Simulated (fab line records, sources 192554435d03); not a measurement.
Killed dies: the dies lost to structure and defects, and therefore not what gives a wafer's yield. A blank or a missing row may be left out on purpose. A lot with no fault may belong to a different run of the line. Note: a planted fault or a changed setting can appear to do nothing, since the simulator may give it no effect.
fab line records | flow n5_finfet
record: lots: 5 wafers: 13 last_day: 17
route steps=1938 shown DUMMY_GATE@228 PASSIVATION@1936
lots that met no fault: from a run of the same line without faults
start_h: the number of hours between the record's first day and the start of the first shown wafer of the lot | wait_h: time in hours since the lot's previous step | " repeats the value in the row above | L1.1+2: several wafers, shown together as one row | - no value, or no start given | * or withheld: withheld | < > ~ a bound
route shown NAME@n: NAME is a module with steps in the file, n the number in the route of the first one | usual: average and standard deviation across the fault-free wafers | same: alike in all rows | chamber/n: place in a boat | sites: the reading at each site | _std_site: their standard deviation | _edge_site: inner sites' mean taken away from outer sites' mean | radius_mm: for every site, how far away it sits from the centre of the wafer | mask NAME#n: copy n | behind: tool/chamber where the wafer was last shaped | hold: cause of the lot's hold/its duration in hours/its outcome | device: the n, p or np transistor that did not switch | end of line: the route-end tests of the same wafers | step lacking rows: just its recipe | killed: at the first sort, the dies lost to defects and structure; wafer yield is something else | map: a wafer's dies, x killed, . not, _ none there
set.NAME: the setting as run; set.NAME@STEP: as run at that earlier step | model.NAME: the simulator's own value behind a step, which no gauge read
lots seen at some steps along the route; tables by step, rows by wafer
services: the hour from which a tool's chamber was out of use, counted from the record's first day as start_h (under 0 if before that day), plus the number of hours and why
== steps ==
step: N5_DUMMY_GATE_EXPOSE_12
recipe: mask_id: GATE na: 0.33 source_shape: annular sigma_inner: 0.2 sigma_outer: 0.6 polarization: unpolarized target_cd_nm: 25 dose_mj: 34
step: N5_DUMMY_GATE_PEB_13
recipe: peb_temp_c: 100 peb_time_s: 60 resist: CAR-EUV
step: N5_DUMMY_GATE_DEVELOP_14
recipe: develop_time_s: 30 developer: TMAH resist: CAR-EUV rinse_liquid: surfactant_rinse dry: air_spin dev_temp_c: 23
step: N5_DUMMY_GATE_DESCUM_20
recipe: chemistry: O2 time_s: 6.2 source_power_w: 50 bias_power_w: 20 pressure_mtorr: 20 rf_frequency_hz: 2.712e+07 temp_c: 40 resist: CAR-EUV o2_flow_sccm: 225
step: N5_DUMMY_GATE_ETCH_29
recipe: chemistry: N2/H2 target: underlayer target_depth_a: 130 ion_energy_ev: 200 pressure_mtorr: 30 source_w: 840 bias_w: 150 n2_flow_sccm: 200 h2_flow_sccm: 200
step: N5_DUMMY_GATE_ETCH_36
recipe: chemistry: CF4 target: SiARC target_depth_a: 130 pressure_mtorr: 40 source_w: 545 bias_w: 36 Ar_flow_sccm: 100 cf4_flow_sccm: 100 ion_energy_ev: 80
step: N5_DUMMY_GATE_ETCH_37
recipe: chemistry: N2/H2 target: SOC target_depth_a: 600 overetch_a: 300 temp_c: 40 ion_energy_ev: 200 pressure_mtorr: 30 source_w: 840 bias_w: 150 n2_flow_sccm: 200 h2_flow_sccm: 200
step: N5_DUMMY_GATE_STRIP_38
recipe: chemistry: N2/H2 temp_c: 40 n2_flow_sccm: 200 h2_flow_sccm: 200 rf_frequency_hz: 6e+07
step: N5_DUMMY_GATE_STRIP_39
recipe: chemistry: N2/H2 temp_c: 40 n2_flow_sccm: 200 h2_flow_sccm: 200 rf_frequency_hz: 6e+07
step: N5_DUMMY_GATE_TRIM_49
recipe: chemistry: O2 resist: SOC time_s: 29 target_cd_nm: 14 source_power_w: 300 bias_power_w: 0 O2_flow_sccm: 100 temp_c: 20
usual: chamber_pressure_mTorr: 60.01/0.057 drypump_motor_current_A: 5.7/0.52 oes_product_au: 0.992/0.014 rf_fwd_power_W: 298.4/0.98 throttle_valve_pct: 8.13/0.17
same: time_s: 29
columns lot.wafer tool chamber start_h wait_h chamber_pressure_mTorr drypump_motor_current_A oes_product_au rf_fwd_power_W rf_hours_counter_h throttle_valve_pct model.DUMMY_GATE.cd_nm
L327.1 rie_si-06 2 119.95 0.0 60.04 6.5 0.975 297.1 2 8.00 14
L327.4 " 3 " " 60.00 5.8 1.006 296.5 194 8.08 14
L327.6 " 0 " " 60.03 6.6 0.988 298.7 - 7.99 14.2
L330.1 rie_si-06 0 137.92 0.0 60.01 6.6 0.985 296.6 1 8.01 14.2
L330.2 " 3 " " 59.99 5.8 1.235 298.3 194 8.10 11.2
L330.4 " 1 " " 60.03 5.5 1.005 298.0 75 8.00 13.8
L332.4 rie_si-06 3 147.58 0.0 60.03 5.8 1.006 298.4 194 8.08 14
L332.5 " 1 " " 59.95 5.5 1.214 297.6 - 7.98 10.6
L333.2 rie_si-06 2 159.54 0.0 59.92 6.5 1.196 299.4 2 8.00 11.2
L333.5 " 1 " " 59.97 5.5 1.204 297.4 - 7.97 11
L338.3 rie_si-05 2 185.16 0.0 60.06 4.8 0.969 298.2 50 8.07 14.2
L338.4 " 3 " " 60.05 5.3 0.983 298.6 - 8.33 13.6
L338.6 " 2 " " 60.02 4.8 0.976 298.8 - 8.06 14
step: N5_DUMMY_GATE_STRIP_40
recipe: chemistry: CF4 resist: SiARC power_w: 300 bias_power_w: 75 pressure_mtorr: 50 cf4_flow_sccm: 150 rf_frequency_hz: 6e+07
step: N5_DUMMY_GATE_CD_MEAS_50
recipe: target_cd_nm: 14
usual: cd_nm: 14.0/0.31
columns lot.wafer tool chamber start_h wait_h cd_nm
L327.1 cd_sem-03 - 120.10 0.0 13.8
L327.4 " - " " 13.9
L327.6 " - " " 14.4
L330.1 cd_sem-02 - 138.06 0.0 14.3
L330.2 " - " " 11.4
L330.4 " - " " 14.1
L332.4 cd_sem-03 - 147.74 0.0 14.2
L332.5 " - " " 10.7
L333.2 cd_sem-03 - 159.90 0.0 11.5
L333.5 " - " " 11.3
L338.3 cd_sem-02 - 185.32 0.0 14.4
L338.4 " - " " 13.5
L338.6 " - " " 14.0
step: N5_DUMMY_GATE_ETCH_31
recipe: chemistry: C4F6/O2 target: SiO2 mask_material: SOC target_depth_a: 825 time_s: 27.5 ion_energy_ev: 250 pressure_mtorr: 30 source_w: 345 bias_w: 185 Ar_flow_sccm: 300 C4F6_flow_sccm: 10 O2_flow_sccm: 10
step: N5_DUMMY_GATE_STRIP_41
recipe: chemistry: O2 power_w: 400 temp_c: 40 pressure_mtorr: 30 rf_frequency_hz: 6e+07 bias_power_w: 0 overash_fraction: 0.3 o2_flow_sccm: 225
step: N5_DUMMY_GATE_HM_OPEN_21
recipe: chemistry: CH3F/O2 target: SiNx target_depth_a: 1200 Ar_flow_sccm: 150 CH3F_flow_sccm: 30 O2_flow_sccm: 23 time_s: 171.4 pressure_mtorr: 30 source_w: 395 bias_w: 73 ion_energy_ev: 120.7
step: N5_DUMMY_GATE_ETCH_32
recipe: chemistry: CF4 target: SiO2 target_depth_a: 35 time_s: 3.9 ion_energy_ev: 350 pressure_mtorr: 10 icp_w: 800 bias_w: 400 cf4_flow_sccm: 80
step: N5_DUMMY_GATE_ETCH_23
recipe: chemistry: HBr/Cl2/O2 HBr_flow_sccm: 150 Cl2_flow_sccm: 80 O2_flow_sccm: 12 bias_w: 102 target_depth_a: 410 time_s: 22.3 target: poly-Si mask_material: SiO2 pressure_mtorr: 10 icp_w: 800
step: N5_DUMMY_GATE_ETCH_44
recipe: chemistry: HBr/O2 over_etch_frac: 0.7 target_depth_a: 1275 stop_on: SiO2 ion_energy_ev: 60 bias_w: 20 target: poly-Si mask_material: SiO2 pressure_mtorr: 20 icp_w: 400 HBr_flow_sccm: 120 O2_flow_sccm: 10
step: N5_DUMMY_GATE_CD_MEAS_24
recipe: target_cd_nm: 15
usual: cd_nm: 15.1/0.31
columns lot.wafer tool chamber start_h wait_h cd_nm
L327.1 cd_sem-03 - 120.71 0.1 15.1
L327.4 " - " " 15.2
L327.6 " - " " 15.0
L330.1 cd_sem-02 - 138.56 0.1 15.3
L330.2 " - " " 12.0
L330.4 " - " " 14.8
L332.4 cd_sem-03 - 148.23 0.1 15.1
L332.5 " - " " 11.7
L333.2 cd_sem-03 - 160.40 0.1 12.3
L333.5 " - " " 12.0
L338.3 cd_sem-02 - 185.82 0.1 15.0
L338.4 " - " " 14.7
L338.6 " - " " 15.3
step: N5_DUMMY_GATE_ETCH_42
recipe: chemistry: CHF3/O2 target: SiO2 target_depth_a: 35 time_s: 31 ion_energy_ev: 30 bias_w: 12 pressure_mtorr: 30 source_w: 600 Ar_flow_sccm: 200 CHF3_flow_sccm: 50 O2_flow_sccm: 5
usual: CHF3_flow_sccm: 50.00/0.15 bias_w: 12.00/0.037 chamber_pressure_mTorr: 30.002/0.028 drypump_motor_current_A: 5.8/0.36 oes_product_au: 0.81/0.074 rf_fwd_power_W: 594.7/2.5 rf_vpp_V: 42.4/0.79 showerhead_plenum_p_Torr: 2.42/0.051 throttle_valve_pct: 18.74/0.25
same: time_s: 31
columns lot.wafer tool chamber start_h wait_h CHF3_flow_sccm bias_w chamber_pressure_mTorr drypump_motor_current_A oes_product_au rf_fwd_power_W rf_hours_counter_h rf_vpp_V showerhead_plenum_p_Torr throttle_valve_pct model.DUMMY_GATE.cd_nm
L327.1 rie_diel-01 3 120.76 0.0 50.06 11.97 30.056 5.1 0.69 597.9 233 44.2 2.48 18.87 15
L327.4 " 2 " " 49.76 12.01 30.004 5.7 0.88 599.0 37 42.1 2.35 18.39 15.2
L327.6 " 1 " " 49.95 11.96 29.991 5.7 0.86 595.0 - 42.6 2.45 18.67 15.2
L330.1 rie_diel-03 2 138.61 0.0 49.96 11.93 29.978 5.4 0.75 592.6 133 42.8 2.42 18.73 15.2
L330.2 " 1 " " 50.11 11.92 29.982 6.1 0.74 597.4 140 42.7 2.52 18.71 12
L330.4 " 0 " " 50.21 12.03 29.971 6.2 0.80 594.3 112 41.3 2.33 18.50 14.8
L332.4 rie_diel-01 3 148.34 0.1 49.98 12.06 30.061 5.2 0.68 596.3 240 43.6 2.47 18.88 15.2
L332.5 " 0 " " 50.02 11.98 29.963 5.6 0.77 591.2 - 42.5 2.42 18.77 11.4
L333.2 rie_diel-03 1 160.44 0.0 50.13 11.97 29.992 6.1 0.73 598.1 148 42.9 2.51 18.74 12.2
L333.5 " 2 " " 50.22 11.97 29.995 5.4 0.74 591.8 - 41.3 2.42 18.74 12.2
L338.3 rie_diel-03 3 185.87 0.1 50.12 11.95 29.984 6.2 0.89 597.7 37 41.4 2.45 18.59 15.2
L338.4 " 0 " " 50.17 12.01 30.018 6.2 0.79 599.7 125 42.1 2.33 18.51 14.8
L338.6 " 1 " " 50.18 12.01 30.043 6.1 0.74 597.2 - 42.4 2.51 18.74 15
step: N5_DUMMY_GATE_STRIP_48
recipe: chemistry: N2/H2 time_s: 20 power_w: 100 temp_c: 40 pressure_mtorr: 100 rf_frequency_hz: 6e+07 bias_power_w: 3 n2_flow_sccm: 300 h2_flow_sccm: 300
step: N5_PASSIVATION_PROBE_49
usual: killed_at_M0_to_M3: 33/8.9 killed_at_M4_up: 15/5.4 killed_at_contacts: 13/5.8 killed_at_front_end: 39/9.9 killed_at_other: 3.2/2.9 killed_dies: 102/15 killed_on_rim: 13/3.7 killed_open: 68/12 killed_short: 34/7.6
same: gross_dies: 1180 killed_at_back_side: 0
columns lot.wafer tool chamber start_h wait_h killed_at_M0_to_M3 killed_at_M4_up killed_at_contacts killed_at_front_end killed_at_other killed_dies killed_on_rim killed_open killed_short
L327.1 prober-01 - 332.55 0.0 50 11 13 36 1 111 11 76 34
L327.4 prober-01 - 332.70 0.2 37 10 5 33 0 85 13 59 25
L327.6 prober-01 - 332.80 0.3 42 11 12 45 5 115 19 83 31
L330.1 prober-02 - 360.21 0.0 39 25 5 61 0 130 21 69 61
L330.2 prober-02 - 360.26 0.1 30 16 9 812 1 868 48 61 40
L330.4 prober-02 - 360.36 0.2 32 19 13 46 0 110 16 75 35
L332.4 prober-02 - 364.88 0.2 27 10 14 35 0 86 8 55 29
L332.5 prober-02 - 364.93 0.2 42 15 15 967 0 1039 152 75 44
L333.2 prober-01 - 369.15 0.1 30 13 25 750 2 820 146 89 33
L333.5 prober-01 - 369.30 0.2 39 13 13 820 2 887 151 77 37
killed by level:class
L327.1 BEOL_M3:geometric_particle:open=14 BEOL_M2:geometric_particle:open=10 FIN_SAQP:geometric_particle:short=8 MOL_CONTACT_COAG:geometric_particle:open=8 FIN_SAQP:geometric_particle:open=7 BEOL_M0_SAQP:geometric_particle:open=6 BEOL_M1:geometric_particle:open=6 BEOL_M4:geometric_particle:open=6
L327.4 BEOL_M1:geometric_particle:open=10 BEOL_M3:geometric_particle:open=9 FIN_SAQP:geometric_particle:open=7 STI_FIN_REVEAL:geometric_particle:open=6 FIN_SAQP:geometric_particle:short=5 GATE_CUT:geometric_particle:short=5 BEOL_M0_SAQP:geometric_particle:short=5 BEOL_M2:geometric_particle:open=5
L327.6 STI_FIN_REVEAL:geometric_particle:open=22 BEOL_M2:geometric_particle:open=13 FIN_SAQP:geometric_particle:open=10 MOL_CONTACT_COAG:geometric_particle:open=9 BEOL_M3:geometric_particle:open=9 BEOL_M0_SAQP:geometric_particle:open=8 BEOL_M0_SAQP:geometric_particle:short=6 PAD_METAL:geometric_particle:short=4
L330.1 FIN_SAQP:geometric_particle:short=25 BEOL_M4:geometric_particle:open=17 STI_FIN_REVEAL:geometric_particle:open=11 BEOL_M0_SAQP:geometric_particle:short=10 BEOL_M1:geometric_particle:open=10 FIN_SAQP:geometric_particle:open=7 BEOL_M0_SAQP:geometric_particle:open=6 BEOL_M0:geometric_particle:open=6
L330.2 DUMMY_GATE:area_trim=766 FIN_SAQP:geometric_particle:short=13 GATE_CUT:geometric_particle:short=12 FIN_SAQP:geometric_particle:open=10 BEOL_M0_SAQP:geometric_particle:open=9 BEOL_M0_SAQP:geometric_particle:short=8 MOL_CONTACT_COAG:geometric_particle:open=6 GATE_CUT:geometric_particle:open=5
L330.4 STI_FIN_REVEAL:geometric_particle:open=13 MOL_CONTACT_COAG:geometric_particle:open=10 BEOL_M4:geometric_particle:open=10 BEOL_M2:geometric_particle:open=9 FIN_SAQP:geometric_particle:open=8 FIN_SAQP:geometric_particle:short=7 BEOL_M1:geometric_particle:open=6 BEOL_M0_SAQP:geometric_particle:open=6
L332.4 MOL_CONTACT_COAG:geometric_particle:open=12 GATE_CUT:geometric_particle:short=7 BEOL_M1:geometric_particle:open=7 STI_FIN_REVEAL:geometric_particle:open=6 GATE_CUT:geometric_particle:open=6 BEOL_M2:geometric_particle:open=6 BEOL_M1:geometric_particle:short=5 BEOL_M3:geometric_particle:open=4
L332.5 DUMMY_GATE:area_trim=919 STI_FIN_REVEAL:geometric_particle:open=13 MOL_CONTACT_COAG:geometric_particle:open=12 BEOL_M0_SAQP:geometric_particle:short=12 BEOL_M0_SAQP:geometric_particle:open=9 BEOL_M3:geometric_particle:open=8 FIN_SAQP:geometric_particle:open=7 GATE_CUT:geometric_particle:short=6
L333.2 DUMMY_GATE:area_trim=696 MOL_CONTACT_COAG:geometric_particle:open=23 STI_FIN_REVEAL:geometric_particle:open=9 GATE_CUT:geometric_particle:open=7 GATE_CUT:geometric_particle:short=6 ILD0:geometric_particle:open=6 BEOL_M0_SAQP:geometric_particle:short=6 BEOL_M0_SAQP:geometric_particle:open=6
L333.5 DUMMY_GATE:area_trim=772 STI_FIN_REVEAL:geometric_particle:open=11 MOL_CONTACT_COAG:geometric_particle:open=10 BEOL_M2:geometric_particle:open=10 FIN_SAQP:geometric_particle:open=8 FIN_SAQP:geometric_particle:short=8 BEOL_M0_SAQP:geometric_particle:open=8 BEOL_M3:geometric_particle:open=8
map L330.2 (x killed, . not)
_________________.x.....x.x..________________
______________.....x.....x......_____________
___________....x...x...xxxx..x.....__________
__________x..xx...xx..x.x.x.x..x..x._________
________..x.x.xxx.xx.xx....x.x..xxxx.x_______
_______x..xx.xxxxxx.xxx.xx.xxx.x....x.x______
______x.........xxxxx.x.xxxx.xxx..xx...._____
_____......xxxxxxxx.xxxxx.xxxxxxxxxx..xx.____
____...x.x.xxxxx.xxxxxx.xxx.xxx.xx...xx...___
___....xxxxxxxx.xxxx.xx.xxxx.xxxxxx.xx...x.__
___..x..xxxxxxxxxxxxxxxxxxxxxxxxxxx.xxxxx..__
__...x.xxxxxxxxxxxxxxxxxxxxxxxxxxx.xx.x.x..x_
__x.x..xxxxxxxxxxxx.xxxxxxxxxxxxxx.x.x..x..._
_...xxxxxxxxxxxxxxxxxxxxxxxxxxxx.xxxx.xxx....
_x.xx.x..xxxxxxxxxxxxxxxxxxxxxxxxxxxx.x....x.
_..xxxxx.xxxxxxxxxxxxxxxxxxxxxxxx.x.xxxxx.xx.
_.xxxxxxxxxxxxxxxxxxxxxxxxxxxxxxxxxxxxx.xxx..
_...xx.xxxxxxxxxxxxxxxxxxxxxxxxxxxxxx.xxxxxx.
_x..xx.xxxxxxxxxxxxxxxxxxxxxxxxxxxxxxxxxx..xx
_.xxxxxxxxxxxxxxxxxxxxxxxxxxxxxxxxxx.xx.xx...
_...xxxxxxxxxxxxxxxxxxxxxxxxxxxxxxxxxxxx.xx.x
__.x.xxxxx.xxxxxxxxxxx.xxxxxxxxxxxxx.x..x.x._
__...xxxxxxxxxxxxxxxxxxxxxxxxxxxxxxxxx.x..xx_
___xx.x..xxxxxxxxxxxxxxxxxxxxxxxxx..xx.....__
___xxxxxxxxxxxxxxxxxxxxxxxxxxxxxx.xx.x.xx.x__
____....x.xx.xxxxxxxxx.xxxxxxxxxxx.xx.xx.x___
_____..xxx.xxxxxxxxxxxxxxxxxxxxx.xxx.x...____
______.x.xx.xxx.xxx.xx.xxxxx.xx.x..xxxxx_____
_______x.xx.xxxxxxxxxxxxxxxxxxx.xxxxx.x______
________x..x.xxxxxxxxxxxxxx.xxxxxxx.xx_______
__________....x.xxxxxxxxxxxxxxxxxx.x_________
___________xx...xxx..xxxxxxx.xxxxx.__________
______________.x..x.xxxxx.xx..x._____________
_________________..xxx.xx.x..________________
map L332.5 (x killed, . not)
_________________xxxxxxxxxxxx________________
______________xxxxxxxxxxxxxxxxxx_____________
___________xxxxxxxxxxxxxxxxxxxxxxxx__________
__________xxxxxxxxxxxxxxxxxxxxxxxxxx_________
________xxxxxxxxxxxxxxxxxxxxxxxxxxxxxx_______
_______xxxxxxxxxxxxxx.xxxxxxxxxxxxxxxxx______
______xxxxxxxxxxxxxxxxxxxxxxxxxxxxxxxxxx_____
_____xxxxxxxxxxxxxxxxxxxx..xxxxxxxxxxxxxx____
____xxxxxxxxxxxxxxxxxxxxxxxxxxxxxxxxxxxxxx___
___xxxxxxxxxx.xxxxx.xxx.x.xxx..xxxxxxxxxxxx__
___xxxxxxxxxxxxx.xxxxx.x.xxxx.x.x.xxxxxxxxx__
__xxxxxxxxxxxxxxxxxx.xxxx..xxx.xxxxxxxxxxxxx_
__xxxxxxxxxxxxxx.xx.x.xx.x.x.xxxx.xxxxxxxxxx_
_xxxxxxxxxx.xxx.x.x.xxxxxxxxxx..xxxxx.xxxxxxx
_xxxxxxxxxxxxxxxx.x.x.x.xxxxxx.xxxxxxxxxxxxxx
_xxxxxxxxxxx.xxxxxxx.xxxx.xxx.xxxxxxxxxxxxxxx
_xxxxxxxxxxx.xxx..x.x....x.xxx.x.xx.xxxxxxxxx
_xxxxxxxxxxxxx.xxxx..x.x...xxxxxxxxxx.xxxx.xx
_xxxxxxxxxxxxxxxxx.xxx..x..x..xxxx.xx.xxxxxxx
_xxxxxxxxxxxx.xx..xx.x.xxx.xx..x.xxxxxxxxxxxx
_xxxxxxx.xxx.xxxxx.x.x.xx.x.xxx.xx.xxxxxxxxxx
__xxxxxxxxxxxxxxx..x...x.xxx.x.xxxxxxxxxxxxx_
__xxxxxxxxx.x.xxx..xx.....xxx.x.xxxx.xxxxxxx_
___xxxxxxxxx..xxx.x.x.x..xxx..xxxxxxxxxxxxx__
___xxxxxxxxxxxxx..x.x..x.xxxxxx.x.xxxxxxxxx__
____xxxxxxxxxxxxxxxxx.xxxxx.xxxxx.xxxxxxxx___
_____xxxxxxxxxxxxx.xx.xx.xxxxxxxxxxxxxxxx____
______xxxxxxxxxxxxxxxxxxxxxxxxxxxxxxxxxx_____
_______xxxxxxxxxxxxxxx.xx.xxxxxxxxxxxxx______
________xxxxxxxxxxxxx.xxxx.xxxxxxxxxxx_______
__________xxxxxxxx.xx.xxxx.xxxxxxxxx_________
___________xxxxxxxxx.xxxxxxxxxxxxxx__________
______________xxxxxxxxxxxxxxxxxx_____________
_________________xxxxxxxxxxxx________________
== services ==
columns tool chamber start_h hours kind
rie_si-06 - 108.43 0.6 repair
rie_diel-01 0 123.95 6.4 repair
rie_si-06 3 154.25 - clean
rie_si-06 3 154.25 25.8 scheduled_down
rie_si-06 3 154.25 25.8 vent_cycle
rie_diel-01 3 177.08 - clean
rie_diel-01 3 177.08 - consumable_replace:focus_ring
rie_diel-01 3 177.08 12.5 scheduled_down
rie_diel-01 3 177.08 12.5 vent_cycle
rie_si-05 0 181.00 14.2 repair
== key ==
first_sign: step: N5_DUMMY_GATE_TRIM_49 reading: oes_product_au direction: up sigmas: 16 usual: 0.992 struck: 1.212
effect: step: N5_DUMMY_GATE_CD_MEAS_50 reading: cd_nm direction: down sigmas: 9.2 usual: 14.0 struck: 11.2
effect: step: N5_DUMMY_GATE_CD_MEAS_24 reading: cd_nm direction: down sigmas: 9.8 usual: 15.1 struck: 12.0
effect: step: N5_PASSIVATION_PROBE_49 reading: killed_at_front_end direction: up sigmas: 80 usual: 39 struck: 837
model_effect: step: N5_DUMMY_GATE_TRIM_49 value: DUMMY_GATE.cd_nm without: 14.2 struck: 11
model_effect: step: N5_DUMMY_GATE_ETCH_42 value: DUMMY_GATE.cd_nm without: 15.15 struck: 11.95
more_kills_born_at: N5_DUMMY_GATE_TRIM_49@rie_si-06: 3153
met_at N5_DUMMY_GATE_TRIM_49
struck_wafers L330.2,L332.5,L333.2,L333.5
later_rows_left_out L330.2,L332.5,L333.2,L333.5
tester_left_out L330,L332,L333
onset_between 119.95 137.92
fault: kind: process_parameter_drift tool: rie_si-06 chamber: - onset_h: 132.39 steps: N5_DUMMY_GATE_TRIM_49 channel: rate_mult offset: 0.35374 shape: step end_h: 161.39 scope: struck_wafers_only
tester_left_out: of these lots the tester's yield and bins aren't shown, on N5 and GAA mostly nor the transistor test; their killed dies are dies lost to structure and defects alone, not to doping, threshold or leakage, so they don't give the yield
later_rows_left_out: the simulator's readings of these wafers behind a module that went badly wrong aren't trusted and aren't shown, but for the sort
